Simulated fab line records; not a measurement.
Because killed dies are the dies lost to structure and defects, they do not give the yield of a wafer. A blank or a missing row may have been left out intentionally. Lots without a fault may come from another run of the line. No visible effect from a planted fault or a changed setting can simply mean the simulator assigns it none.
fab line records + flow n5Finfet
record
- lots=10
- wafers=30
- lastDay=18
route steps=1938 shown BEOL_M12@1614 PASSIVATION@1936
lots that met no fault: taken from a fault-free run of the same line
startH: hours from the record's first day to the start of the lot's first wafer shown + waitH: hours since the lot's step before + " unchanged from the row above + L1.1+2: a single row standing in for several wafers + - value missing, or start not given + * or withheld: withheld + < > ~ a bound
route shown NAME@n: names a module that has steps shown in the file, with the first one's number in the route + usual: mean and standard deviation over wafers with no fault + same: alike in all rows + chamber/n: place in a boat + sites: per-site readings + _std_site: the standard deviation of these + _edge_site: outer sites' mean less inner sites' + radiusMm: how far each site lies from the wafer's centre + mask NAME#n: copy n + behind: the tool/chamber that last shaped the wafer + hold: reason for holding the lot/hours on hold/outcome of the hold + device: transistor that didn't switch, given as n, p or np + end of line: the same wafers' tests at the end of the route + a step given without rows: its recipe and nothing more + killed: at the first sort, the dies lost to defects and structure; wafer yield is something else + map: per-die view of a wafer (x killed, . not killed, _ where there is no die)
set.NAME: the run value of the setting; set.NAME@STEP: its run value at that earlier step + model.NAME: the simulator's own value behind a step, which no gauge read
steps of the route over a sample of lots; a table a step, a row a wafer
services: when a tool's chamber went out of use (startH, in hours from the record's first day, below 0 if earlier), for how many hours, and the reason
## steps
# step N5_BEOL_M12_INSPECT_12
# recipe
- mode=adi
- inspectInstrument=macro
# usual
- rawDefectCount=2.0/1.5
| lot.wafer | tool             | chamber | startH | waitH | rawDefectCount |
|-----------|------------------|---------|--------|-------|----------------|
| L381.3    | defectInspect-02 | -       | 223.01 | 0.0   | 2              |
| L381.5    | "                | -       | "      | "     | 1              |
| L381.6    | "                | -       | "      | "     | 2              |
| L383.1    | defectInspect-02 | -       | 237.20 | 0.0   | 0              |
| L383.4    | "                | -       | "      | "     | 2              |
| L383.5    | "                | -       | "      | "     | 0              |
| L384.1    | defectInspect-01 | -       | 243.77 | 0.0   | 3              |
| L384.4    | "                | -       | "      | "     | 1              |
| L384.6    | "                | -       | "      | "     | 2              |
| L385.1    | defectInspect-01 | -       | 246.10 | 0.0   | 0              |
| L385.5    | "                | -       | "      | "     | 2              |
| L385.6    | "                | -       | "      | "     | 4              |
| L387.1    | defectInspect-01 | -       | 262.78 | 0.0   | 3              |
| L387.3    | "                | -       | "      | "     | 2              |
| L387.6    | "                | -       | "      | "     | 2              |
| L394.1    | defectInspect-02 | -       | 308.10 | 0.0   | 2              |
| L394.4    | "                | -       | "      | "     | 4              |
| L394.5    | "                | -       | "      | "     | 1              |
| L397.3    | defectInspect-01 | -       | 338.35 | 0.0   | 0              |
| L397.4    | "                | -       | "      | "     | 2              |
| L397.6    | "                | -       | "      | "     | 1              |
| L401.2    | defectInspect-01 | -       | 364.19 | 0.0   | 0              |
| L401.4    | "                | -       | "      | "     | 2              |
| L401.5    | "                | -       | "      | "     | 1              |
| L402.3    | defectInspect-02 | -       | 374.30 | 0.0   | 1              |
| L402.5    | "                | -       | "      | "     | 3              |
| L402.6    | "                | -       | "      | "     | 0              |
| L403.1    | defectInspect-02 | -       | 382.36 | 0.0   | 1              |
| L403.4    | "                | -       | "      | "     | 4              |
| L403.5    | "                | -       | "      | "     | 5              |
# step N5_BEOL_M12_STRIP_64
# recipe
- chemistry=N2/H2
- powerW=1000
- tempC=250
- h2Frac=0.65
- overashFraction=0.3
- pressureMtorr=withheld
- n2FlowSccm=1750
- h2FlowSccm=3250
# usual
- drypumpMotorCurrentA=5.77/0.26
- heaterPowerW=336/31
- oesProductAu=0.714/0.0047
- stripTimeToEndpointS=31.38/0.085
# same
- overashFraction=0.3
| lot.wafer | tool           | chamber | startH | waitH | drypumpMotorCurrentA | heaterPowerW | oesProductAu | rfHoursCounterH | stripTimeToEndpointS |
|-----------|----------------|---------|--------|-------|----------------------|--------------|--------------|-----------------|----------------------|
| L381.3    | plasmaAsher-02 | 0       | 223.46 | 0.0   | 5.79                 | 312          | 0.714        | -               | 31.29                |
| L381.5    | "              | 1       | "      | "     | 5.63                 | 358          | 0.712        | -               | 31.31                |
| L381.6    | "              | 0       | "      | "     | 5.82                 | 309          | 0.722        | -               | 31.35                |
| L383.1    | plasmaAsher-02 | 1       | 237.75 | 0.0   | 5.62                 | 356          | 0.713        | 68              | 31.36                |
| L383.4    | "              | 0       | "      | "     | 5.79                 | 312          | 0.713        | -               | 31.37                |
| L383.5    | "              | 1       | "      | "     | 5.61                 | 364          | 0.714        | -               | 31.33                |
| L384.1    | plasmaAsher-02 | 0       | 244.15 | 0.0   | 5.82                 | 314          | 0.705        | 70              | 31.32                |
| L384.4    | "              | 0       | "      | "     | 5.79                 | 306          | 0.720        | -               | 31.32                |
| L384.6    | "              | 1       | "      | "     | 5.59                 | 359          | 0.709        | -               | 31.30                |
| L385.1    | plasmaAsher-02 | 1       | 246.48 | 0.0   | 5.64                 | 366          | 0.712        | 70              | 31.34                |
| L385.5    | "              | 0       | "      | "     | 5.81                 | 313          | 0.710        | -               | 31.37                |
| L385.6    | "              | 1       | "      | "     | 5.64                 | 362          | 0.705        | -               | 31.38                |
| L387.1    | plasmaAsher-01 | 0       | 263.16 | 0.0   | 6.23                 | 382          | 0.716        | 126             | 31.50                |
| L387.3    | "              | 1       | "      | "     | 5.47                 | 303          | 0.712        | -               | 31.49                |
| L387.6    | "              | 0       | "      | "     | 6.24                 | 377          | 0.716        | -               | 31.48                |
| L394.1    | plasmaAsher-02 | 1       | 308.48 | 0.0   | 5.62                 | 359          | 0.716        | 82              | 31.39                |
| L394.4    | "              | 0       | "      | "     | 5.85                 | 314          | 0.713        | -               | 31.36                |
| L394.5    | "              | 0       | "      | "     | 5.83                 | 321          | 0.715        | -               | 31.37                |
| L397.3    | plasmaAsher-02 | 1       | 339.14 | 0.0   | 5.64                 | 355          | 0.714        | -               | 31.38                |
| L397.4    | "              | 0       | "      | "     | 5.84                 | 307          | 0.711        | -               | 31.36                |
| L397.6    | "              | 0       | "      | "     | 5.82                 | 317          | 0.712        | -               | 31.39                |
| L401.2    | plasmaAsher-01 | 0       | 364.66 | 0.0   | 6.26                 | 376          | 0.721        | 147             | 31.37                |
| L401.4    | "              | 0       | "      | "     | 6.22                 | 370          | 0.713        | -               | 31.25                |
| L401.5    | "              | 1       | "      | "     | 5.47                 | 301          | 0.713        | -               | 31.24                |
| L402.3    | plasmaAsher-02 | 1       | 374.72 | 0.0   | 5.60                 | 354          | 0.708        | -               | 31.20                |
| L402.5    | "              | 1       | "      | "     | 5.62                 | 357          | 0.712        | -               | 31.25                |
| L402.6    | "              | 0       | "      | "     | 5.82                 | 312          | 0.717        | -               | 31.21                |
| L403.1    | plasmaAsher-01 | 0       | 382.74 | 0.0   | 6.22                 | 377          | 0.705        | 151             | 31.52                |
| L403.4    | "              | 0       | "      | "     | 6.23                 | 379          | 0.713        | -               | 31.40                |
| L403.5    | "              | 1       | "      | "     | 5.46                 | 294          | 0.716        | -               | 31.55                |
# step N5_BEOL_M12_ETCH_67
# recipe
- chemistry=CF4
- target=SiARC
- targetDepthA=1430
- timeS=238.3
- ionEnergyEv=80
- pressureMtorr=40
- sourceW=545
- biasW=36
- Ar_flow_sccm=100
- cf4FlowSccm=100
- ends=cleared
# usual
- cf4FlowSccm=99.9/0.31
- drypumpMotorCurrentA=5.7/0.47
- etchRfOnTimeS=237/7.3
- oesProductAu=0.71/0.081
- rfVppV=184.2/1.3
- showerheadPlenumPTorr=2.13/0.086
- throttleValvePct=15.45/0.19
| lot.wafer | tool       | chamber | startH | waitH | cf4FlowSccm | drypumpMotorCurrentA | etchRfOnTimeS | oesProductAu | rfHoursCounterH | rfVppV | showerheadPlenumPTorr | throttleValvePct |
|-----------|------------|---------|--------|-------|-------------|----------------------|---------------|--------------|-----------------|--------|-----------------------|------------------|
| L381.3    | rieDiel-04 | 2       | 224.16 | 0.0   | 100.2       | 5.8                  | 243           | 0.60         | 198             | 185.7  | 2.20                  | 15.74            |
| L381.5    | "          | 1       | "      | "     | 100.2       | 5.2                  | 245           | 0.59         | -               | 181.9  | 2.04                  | 15.42            |
| L381.6    | "          | 2       | "      | "     | 100.4       | 5.8                  | 245           | 0.60         | -               | 184.5  | 2.20                  | 15.76            |
| L383.1    | rieDiel-04 | 3       | 238.60 | 0.0   | 99.7        | 5.3                  | 235           | 0.73         | 59              | 183.6  | 2.08                  | 15.20            |
| L383.4    | "          | 2       | "      | "     | 100.5       | 5.8                  | 240           | 0.60         | 204             | 185.2  | 2.20                  | 15.77            |
| L383.5    | "          | 2       | "      | "     | 99.9        | 5.8                  | 243           | 0.60         | -               | 187.0  | 2.20                  | 15.76            |
| L384.1    | rieDiel-06 | 2       | 244.75 | 0.0   | 100.1       | 5.4                  | 239           | 0.59         | 226             | 182.0  | 2.01                  | 15.73            |
| L384.4    | "          | 3       | "      | "     | 100.3       | 6.5                  | 224           | 0.73         | 80              | 184.7  | 2.05                  | 15.37            |
| L384.6    | "          | 2       | "      | "     | 100.2       | 5.4                  | 241           | 0.58         | -               | 182.6  | 2.01                  | 15.75            |
| L385.1    | rieDiel-04 | 2       | 247.08 | 0.0   | 100.5       | 5.8                  | 240           | 0.61         | 206             | 186.0  | 2.20                  | 15.77            |
| L385.5    | "          | 2       | "      | "     | 100.2       | 5.8                  | 241           | 0.61         | -               | 185.9  | 2.19                  | 15.77            |
| L385.6    | "          | 1       | "      | "     | 100.1       | 5.2                  | 244           | 0.59         | -               | 181.6  | 2.04                  | 15.43            |
| L387.1    | rieDiel-04 | 2       | 263.76 | 0.0   | 99.8        | 5.8                  | 244           | 0.59         | 213             | 183.9  | 2.19                  | 15.79            |
| L387.3    | "          | 0       | "      | "     | 99.7        | 5.6                  | 244           | 0.79         | 15              | 186.3  | 2.28                  | 15.15            |
| L387.6    | "          | 0       | "      | "     | 99.7        | 5.6                  | 244           | 0.78         | -               | 186.3  | 2.28                  | 15.17            |
| L394.1    | rieDiel-04 | 1       | 309.10 | 0.0   | 100.1       | 5.2                  | 310           | 0.56         | 235             | 200.3  | 2.03                  | 15.48            |
| L394.4    | "          | 3       | "      | "     | 99.7        | 5.3                  | 296           | 0.66         | -               | 203.4  | 2.07                  | 15.26            |
| L394.5    | "          | 0       | "      | "     | 99.7        | 5.6                  | 305           | 0.73         | -               | 202.5  | 2.28                  | 15.18            |
| L397.3    | rieDiel-04 | 2       | 339.91 | 0.0   | 100.1       | 5.8                  | 311           | 0.56         | 234             | 203.9  | 2.19                  | 15.83            |
| L397.4    | "          | 3       | "      | "     | 99.7        | 5.3                  | 303           | 0.65         | 94              | 203.0  | 2.07                  | 15.26            |
| L397.6    | "          | 3       | "      | "     | 99.9        | 5.3                  | 301           | 0.64         | -               | 202.3  | 2.07                  | 15.29            |
| L401.2    | rieDiel-06 | 1       | 365.26 | 0.0   | 99.8        | 6.0                  | 230           | 0.75         | 47              | 182.6  | 2.08                  | 15.61            |
| L401.4    | "          | 2       | "      | "     | 99.9        | 5.4                  | 238           | 0.80         | -               | 185.3  | 2.26                  | 15.33            |
| L401.5    | "          | 1       | "      | "     | 99.9        | 6.0                  | 229           | 0.74         | -               | 182.2  | 2.08                  | 15.60            |
| L402.3    | rieDiel-05 | 2       | 375.47 | 0.0   | 100.0       | 5.1                  | 244           | 0.77         | 16              | 183.9  | 2.21                  | 15.26            |
| L402.5    | "          | 3       | "      | "     | 99.9        | 5.6                  | 241           | 0.74         | -               | 183.5  | 2.10                  | 15.55            |
| L402.6    | "          | 2       | "      | "     | 100.4       | 5.1                  | 243           | 0.78         | -               | 185.2  | 2.21                  | 15.24            |
| L403.1    | rieDiel-06 | 0       | 383.74 | 0.0   | 99.9        | 6.6                  | 237           | 0.72         | 59              | 183.5  | 2.11                  | 15.66            |
| L403.4    | "          | 3       | "      | "     | 99.8        | 6.5                  | 222           | 0.70         | 127             | 183.3  | 2.04                  | 15.49            |
| L403.5    | "          | 1       | "      | "     | 99.8        | 6.0                  | 224           | 0.75         | -               | 183.5  | 2.08                  | 15.61            |
# step N5_BEOL_M12_ETCH_68
# recipe
- chemistry=N2/H2
- target=SOC
- maskMaterial=SiARC
- sourceW=3000
- biasW=350
- tempC=40
- timeS=285
- ionEnergyEv=200
- pressureMtorr=30
- n2FlowSccm=200
- h2FlowSccm=200
# usual
- drypumpMotorCurrentA=5.8/0.47
- oesProductAu=0.82/0.094
- rfVppV=523.6/2.9
- showerheadPlenumPTorr=2.54/0.1
- throttleValvePct=17.64/0.25
| lot.wafer | tool       | chamber | startH | waitH | drypumpMotorCurrentA | oesProductAu | rfHoursCounterH | rfVppV | showerheadPlenumPTorr | throttleValvePct |
|-----------|------------|---------|--------|-------|----------------------|--------------|-----------------|--------|-----------------------|------------------|
| L381.3    | rieDiel-04 | 2       | 224.31 | 0.1   | 5.8                  | 0.71         | 198             | 528.0  | 2.64                  | 18.02            |
| L381.5    | "          | 1       | "      | "     | 5.2                  | 0.69         | -               | 520.6  | 2.42                  | 17.42            |
| L381.6    | "          | 2       | "      | "     | 5.8                  | 0.71         | -               | 526.6  | 2.64                  | 18.03            |
| L383.1    | rieDiel-04 | 3       | 238.75 | 0.1   | 5.3                  | 0.85         | 59              | 521.8  | 2.47                  | 17.31            |
| L383.4    | "          | 2       | "      | "     | 5.8                  | 0.71         | 204             | 526.8  | 2.64                  | 18.05            |
| L383.5    | "          | 2       | "      | "     | 5.9                  | 0.71         | -               | 525.9  | 2.64                  | 18.06            |
| L384.1    | rieDiel-06 | 2       | 244.90 | 0.1   | 5.4                  | 0.68         | 226             | 518.3  | 2.43                  | 18.14            |
| L384.4    | "          | 3       | "      | "     | 6.5                  | 0.83         | 80              | 522.5  | 2.47                  | 17.72            |
| L384.6    | "          | 2       | "      | "     | 5.4                  | 0.69         | -               | 519.4  | 2.43                  | 18.15            |
| L385.1    | rieDiel-04 | 2       | 247.22 | 0.1   | 5.8                  | 0.70         | 207             | 525.0  | 2.64                  | 18.03            |
| L385.5    | "          | 2       | "      | "     | 5.8                  | 0.70         | -               | 526.4  | 2.64                  | 18.04            |
| L385.6    | "          | 1       | "      | "     | 5.2                  | 0.70         | -               | 520.6  | 2.42                  | 17.46            |
| L387.1    | rieDiel-04 | 2       | 263.91 | 0.1   | 5.8                  | 0.70         | 213             | 526.3  | 2.63                  | 18.06            |
| L387.3    | "          | 0       | "      | "     | 5.6                  | 0.92         | 15              | 528.9  | 2.72                  | 17.48            |
| L387.6    | "          | 0       | "      | "     | 5.7                  | 0.92         | -               | 528.5  | 2.72                  | 17.50            |
| L394.1    | rieDiel-04 | 1       | 309.25 | 0.1   | 5.2                  | 0.67         | 235             | 519.4  | 2.41                  | 17.47            |
| L394.4    | "          | 3       | "      | "     | 5.3                  | 0.82         | -               | 521.3  | 2.46                  | 17.36            |
| L394.5    | "          | 0       | "      | "     | 5.6                  | 0.89         | -               | 527.8  | 2.71                  | 17.52            |
| L397.3    | rieDiel-04 | 2       | 340.06 | 0.1   | 5.8                  | 0.68         | 234             | 525.0  | 2.62                  | 18.09            |
| L397.4    | "          | 3       | "      | "     | 5.4                  | 0.80         | 94              | 522.5  | 2.45                  | 17.34            |
| L397.6    | "          | 3       | "      | "     | 5.4                  | 0.81         | -               | 522.2  | 2.45                  | 17.37            |
| L401.2    | rieDiel-06 | 1       | 365.41 | 0.1   | 6.0                  | 0.87         | 47              | 522.8  | 2.47                  | 17.73            |
| L401.4    | "          | 2       | "      | "     | 5.4                  | 0.95         | -               | 526.4  | 2.74                  | 17.84            |
| L401.5    | "          | 1       | "      | "     | 6.0                  | 0.87         | -               | 522.4  | 2.47                  | 17.74            |
| L402.3    | rieDiel-05 | 2       | 375.61 | 0.1   | 5.1                  | 0.90         | 16              | 525.3  | 2.61                  | 17.32            |
| L402.5    | "          | 3       | "      | "     | 5.6                  | 0.88         | -               | 522.9  | 2.50                  | 18.01            |
| L402.6    | "          | 2       | "      | "     | 5.1                  | 0.90         | -               | 526.4  | 2.61                  | 17.32            |
| L403.1    | rieDiel-06 | 0       | 383.89 | 0.1   | 6.6                  | 0.83         | 59              | 522.2  | 2.45                  | 17.59            |
| L403.4    | "          | 3       | "      | "     | 6.5                  | 0.78         | 127             | 521.9  | 2.45                  | 17.83            |
| L403.5    | "          | 1       | "      | "     | 6.0                  | 0.86         | -               | 521.1  | 2.47                  | 17.75            |
# step N5_PASSIVATION_PROBE_49
# usual
- defectLimitedYield=91.1/1.5
- killed_at_M0_to_M3=37/11
- killed_at_M4_up=13/5.6
- killedAtContacts=12/5.6
- killedAtFrontEnd=39/11
- killedAtOther=4/3.1
- killedDies=105/18
- killedOnRim=14/3.8
- killedOpen=69/13
- killedShort=35/7.4
- sort_bin_5_function=5.1/0.92
- sort_bin_6_memory=3.4/0.76
- sort_bin_8_speed=0.02/0.11
- sortNPass=1075/18
- sortYieldPct=91.1/1.5
# same
- grossDies=1180
- killedAtBackSide=0
- sort_bin_4_leakage[%]=0
| lot.wafer | tool      | chamber | startH | waitH | defectLimitedYield[%] | killed_at_M0_to_M3 | killed_at_M4_up | killedAtContacts | killedAtFrontEnd | killedAtOther | killedDies | killedOnRim | killedOpen | killedShort | sort_bin_5_function[%] | sort_bin_6_memory[%] | sort_bin_8_speed[%] | sortNPass | sortYieldPct[%] |
|-----------|-----------|---------|--------|-------|-----------------------|--------------------|-----------------|------------------|------------------|---------------|------------|-------------|------------|-------------|------------------------|----------------------|---------------------|-----------|-----------------|
| L383.1    | prober-02 | -       | 284.52 | 0.0   | 92.2                  | 44                 | 8               | 13               | 24               | 3             | 92         | 9           | 63         | 28          | 4.4                    | 3.4                  | 0                   | 1088      | 92.2            |
| L383.4    | prober-02 | -       | 284.67 | 0.2   | 90.6                  | 44                 | 19              | 15               | 32               | 1             | 111        | 11          | 74         | 37          | 5.4                    | 3.8                  | 0                   | 1069      | 90.6            |
| L383.5    | prober-02 | -       | 284.72 | 0.2   | 90.4                  | 42                 | 8               | 20               | 35               | 8             | 113        | 15          | 70         | 43          | 5.5                    | 3.4                  | 0                   | 1067      | 90.4            |
| L385.1    | prober-02 | -       | 290.58 | 0.0   | 91.1                  | 52                 | 7               | 20               | 25               | 1             | 105        | 14          | 71         | 34          | 5.3                    | 3.6                  | 0                   | 1075      | 91.1            |
| L385.5    | prober-02 | -       | 290.78 | 0.2   | 92.5                  | 33                 | 11              | 12               | 27               | 6             | 89         | 17          | 55         | 33          | 4.3                    | 2.7                  | 0                   | 1091      | 92.5            |
| L385.6    | prober-02 | -       | 290.83 | 0.3   | 88.4                  | 55                 | 21              | 7                | 50               | 4             | 137        | 18          | 82         | 46          | 6.5                    | 4.2                  | 0                   | 1043      | 88.4            |
| L384.1    | prober-01 | -       | 296.91 | 0.7   | 90.4                  | 33                 | 23              | 8                | 43               | 6             | 113        | 13          | 73         | 28          | 5.3                    | 3.4                  | 0                   | 1067      | 90.4            |
| L384.4    | prober-01 | -       | 297.06 | 0.8   | 91.7                  | 45                 | 13              | 8                | 28               | 4             | 98         | 8           | 62         | 36          | 4.8                    | 3.3                  | 0                   | 1082      | 91.7            |
| L384.6    | prober-01 | -       | 297.16 | 0.9   | 91.4                  | 37                 | 11              | 15               | 35               | 3             | 101        | 14          | 70         | 29          | 5.1                    | 3.4                  | 0                   | 1079      | 91.4            |
| L397.3    | prober-02 | -       | 390.29 | 0.1   | 91.9                  | 27                 | 11              | 11               | 46               | 1             | 96         | 7           | 58         | 38          | 4.6                    | 3.2                  | 0                   | 1084      | 91.9            |
| L397.4    | prober-02 | -       | 390.34 | 0.2   | 91.4                  | 36                 | 16              | 14               | 34               | 1             | 101        | 10          | 62         | 37          | 5.3                    | 3.0                  | 0                   | 1079      | 91.4            |
| L397.6    | prober-02 | -       | 390.44 | 0.3   | 91.2                  | 36                 | 18              | 12               | 36               | 2             | 104        | 19          | 68         | 36          | 4.8                    | 3.9                  | 0                   | 1076      | 91.2            |
| L402.3    | prober-01 | -       | 413.73 | 0.1   | 91.9                  | 36                 | 7               | 3                | 44               | 6             | 96         | 10          | 70         | 24          | 4.3                    | 3.6                  | 0                   | 1084      | 91.9            |
| L402.5    | prober-01 | -       | 413.83 | 0.2   | 91.7                  | 46                 | 7               | 10               | 24               | 11            | 98         | 10          | 60         | 35          | 5.0                    | 3.1                  | 0                   | 1082      | 91.7            |
| L402.6    | prober-01 | -       | 413.88 | 0.3   | 91.8                  | 29                 | 17              | 7                | 37               | 7             | 97         | 15          | 65         | 29          | 5.4                    | 2.7                  | 0                   | 1083      | 91.8            |
# killed by level:class
L383.1 MOL_CONTACT_COAG:geometricParticle:open=11 BEOL_M2:geometricParticle:open=10 FIN_SAQP:geometricParticle:open=8 BEOL_M0_SAQP:geometricParticle:open=8 BEOL_M1:geometricParticle:open=8 FIN_SAQP:geometricParticle:short=6 BEOL_M0_SAQP:geometricParticle:short=5 BEOL_M0:geometricParticle:open=3
L383.4 BEOL_M0_SAQP:geometricParticle:short=12 BEOL_M0_SAQP:geometricParticle:open=11 MOL_CONTACT_COAG:geometricParticle:open=10 BEOL_M4:geometricParticle:open=7 BEOL_M3:geometricParticle:open=6 DUMMY_GATE:geometricParticle:open=6 BEOL_M1:geometricParticle:open=6 MOL_CONTACT_COAG:geometricParticle:short=5
L383.5 MOL_CONTACT_COAG:geometricParticle:open=15 BEOL_M0_SAQP:geometricParticle:short=12 FIN_SAQP:geometricParticle:open=11 BEOL_M1:geometricParticle:open=8 FIN_SAQP:geometricParticle:short=6 BEOL_M2:geometricParticle:open=6 MOL_CONTACT_COAG:geometricParticle:short=5 MIM_TOP:geometricParticle:open=4
L385.1 MOL_CONTACT_COAG:geometricParticle:open=17 BEOL_M1:geometricParticle:open=13 BEOL_M3:geometricParticle:short=10 BEOL_M0_SAQP:geometricParticle:open=9 FIN_SAQP:geometricParticle:open=6 FIN_SAQP:geometricParticle:short=5 DUMMY_GATE:geometricParticle:open=5 BEOL_M2:geometricParticle:open=5
L385.5 MOL_CONTACT_COAG:geometricParticle:open=10 BEOL_M2:geometricParticle:open=9 BEOL_M4:geometricParticle:open=6 BEOL_M0_SAQP:geometricParticle:short=6 BEOL_M1:geometricParticle:open=6 STI_FIN_REVEAL:geometricParticle:open=5 BEOL_M3:geometricParticle:short=5 ILD0:geometricParticle:short=4
L385.6 BEOL_M1:geometricParticle:open=17 BEOL_M4:geometricParticle:open=12 BEOL_M0_SAQP:geometricParticle:open=8 HKMG_FIN:areaEtch=8 FIN_SAQP:geometricParticle:open=7 STI_FIN_REVEAL:geometricParticle:open=7 BEOL_M0_SAQP:geometricParticle:short=7 BEOL_M4:geometricParticle:short=6
L384.1 STI_FIN_REVEAL:geometricParticle:open=11 DUMMY_GATE:geometricParticle:open=9 BEOL_M2:geometricParticle:open=9 HKMG_FIN:areaEtch=8 GATE_CUT:geometricParticle:short=7 MOL_CONTACT_COAG:geometricParticle:open=7 BEOL_M7:geometricParticle:open=7 BEOL_M0_SAQP:geometricParticle:short=6
L384.4 BEOL_M0_SAQP:geometricParticle:short=10 BEOL_M3:geometricParticle:open=9 STI_FIN_REVEAL:geometricParticle:open=7 BEOL_M1:geometricParticle:open=6 BEOL_M2:geometricParticle:open=6 MOL_CONTACT_COAG:geometricParticle:open=5 GATE_CUT:geometricParticle:open=4 BEOL_M0_SAQP:geometricParticle:open=4
L384.6 MOL_CONTACT_COAG:geometricParticle:open=12 GATE_CUT:geometricParticle:open=8 BEOL_M0_SAQP:geometricParticle:short=7 BEOL_M0_SAQP:geometricParticle:open=7 BEOL_M1:geometricParticle:open=7 BEOL_M2:geometricParticle:open=7 STI_FIN_REVEAL:geometricParticle:open=5 FIN_SAQP:geometricParticle:open=4
L397.3 STI_FIN_REVEAL:geometricParticle:open=13 FIN_SAQP:geometricParticle:short=12 FIN_SAQP:geometricParticle:open=9 MOL_CONTACT_COAG:geometricParticle:open=7 BEOL_M4:geometricParticle:open=6 GATE_CUT:geometricParticle:short=6 BEOL_M3:geometricParticle:open=6 BEOL_M0_SAQP:geometricParticle:short=5
L397.4 MOL_CONTACT_COAG:geometricParticle:open=12 BEOL_M0_SAQP:geometricParticle:short=12 GATE_CUT:geometricParticle:short=10 STI_FIN_REVEAL:geometricParticle:open=8 BEOL_M3:geometricParticle:open=7 BEOL_M2:geometricParticle:open=6 BEOL_M4:geometricParticle:open=6 FIN_SAQP:geometricParticle:short=4
L397.6 BEOL_M0_SAQP:geometricParticle:short=13 MOL_CONTACT_COAG:geometricParticle:open=11 BEOL_M4:geometricParticle:open=10 STI_FIN_REVEAL:geometricParticle:open=8 BEOL_M0_SAQP:geometricParticle:open=8 BEOL_M3:geometricParticle:open=8 FIN_SAQP:geometricParticle:short=6 FIN_SAQP:geometricParticle:open=4
L402.3 STI_FIN_REVEAL:geometricParticle:open=13 BEOL_M0_SAQP:geometricParticle:open=11 FIN_SAQP:geometricParticle:short=7 DUMMY_GATE:geometricParticle:open=7 BEOL_M3:geometricParticle:open=7 BEOL_M0_SAQP:geometricParticle:short=6 BEOL_M1:geometricParticle:open=5 STARTING-WAFER:geometricParticle:open=5
L402.5 BEOL_M0_SAQP:geometricParticle:open=15 BEOL_M0_SAQP:geometricParticle:short=9 BEOL_M1:geometricParticle:open=8 MOL_CONTACT_COAG:geometricParticle:open=7 GATE_CUT:geometricParticle:short=5 PAD_METAL:geometricParticle:short=5 BEOL_M4:geometricParticle:open=4 FIN_SAQP:geometricParticle:short=3
L402.6 STI_FIN_REVEAL:geometricParticle:open=16 BEOL_M4:geometricParticle:open=11 BEOL_M0_SAQP:geometricParticle:short=8 FIN_SAQP:geometricParticle:open=6 MOL_CONTACT_COAG:geometricParticle:open=5 BEOL_M0_SAQP:geometricParticle:open=5 BEOL_M2:geometricParticle:open=5 MIM_TOP_ETCH:geometricParticle:open=5
## services
| tool           | chamber | startH | hours | kind                         |
|----------------|---------|--------|-------|------------------------------|
| rieDiel-04     | 0       | 205.22 | -     | clean                        |
| rieDiel-04     | 0       | 205.22 | -     | consumableReplace:focusRing  |
| rieDiel-04     | 0       | 205.22 | -     | consumableReplace:showerhead |
| rieDiel-04     | 0       | 205.22 | 14.1  | scheduledDown                |
| rieDiel-04     | 0       | 205.22 | 14.1  | ventCycle                    |
| rieDiel-05     | 3       | 209.61 | 4.5   | repair                       |
| rieDiel-05     | 0       | 223.81 | 5.5   | repair                       |
| rieDiel-06     | 1       | 228.90 | -     | clean                        |
| rieDiel-04     | -       | 266.81 | 2.4   | repair                       |
| rieDiel-06     | -       | 267.21 | 0.6   | repair                       |
| plasmaAsher-02 | -       | 275.34 | 14.6  | pm                           |
| rieDiel-06     | -       | 275.37 | 4.3   | pm                           |
| rieDiel-06     | 2       | 294.86 | 13.9  | repair                       |
| rieDiel-04     | 2       | 302.94 | 7.1   | repair                       |
| rieDiel-04     | 2       | 310.68 | 4.4   | repair                       |
| plasmaAsher-01 | -       | 328.18 | 4.7   | repair                       |
| rieDiel-04     | 3       | 347.13 | 14.3  | repair                       |
| rieDiel-06     | 3       | 352.68 | 16.5  | repair                       |
| plasmaAsher-02 | -       | 353.24 | 8.8   | repair                       |
| rieDiel-04     | 1       | 361.41 | -     | clean                        |
| rieDiel-04     | 1       | 361.41 | -     | consumableReplace:focusRing  |
| rieDiel-04     | 1       | 361.41 | -     | consumableReplace:showerhead |
| rieDiel-04     | 1       | 361.41 | 23.5  | scheduledDown                |
| rieDiel-04     | 1       | 361.41 | 23.5  | ventCycle                    |
## key
firstSign
- step=N5_BEOL_M12_ETCH_67
- reading=rfVppV
- direction=up
- sigmas=14
- usual=184.2
- struck=202.6
effect
- step=N5_BEOL_M12_ETCH_67
- reading=etchRfOnTimeS
- direction=up
- sigmas=9.2
- usual=*
- struck=*
metAt N5_BEOL_M12_ETCH_67
struckLots L394,L397
notActingAt N5_BEOL_M12_INSPECT_12,N5_BEOL_M12_STRIP_64,N5_BEOL_M12_ETCH_68
onsetBetween 263.76 309.10
fault
- kind=processParameterDrift
- tool=rieDiel-04
- chamber=-
- onsetH=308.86
- steps=N5_BEOL_M12_ETCH_67
- channel=sourceW
- offset=-130.8
- shape=step
- endH=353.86
- actsIn=theseRecipesOnly
- stated=545
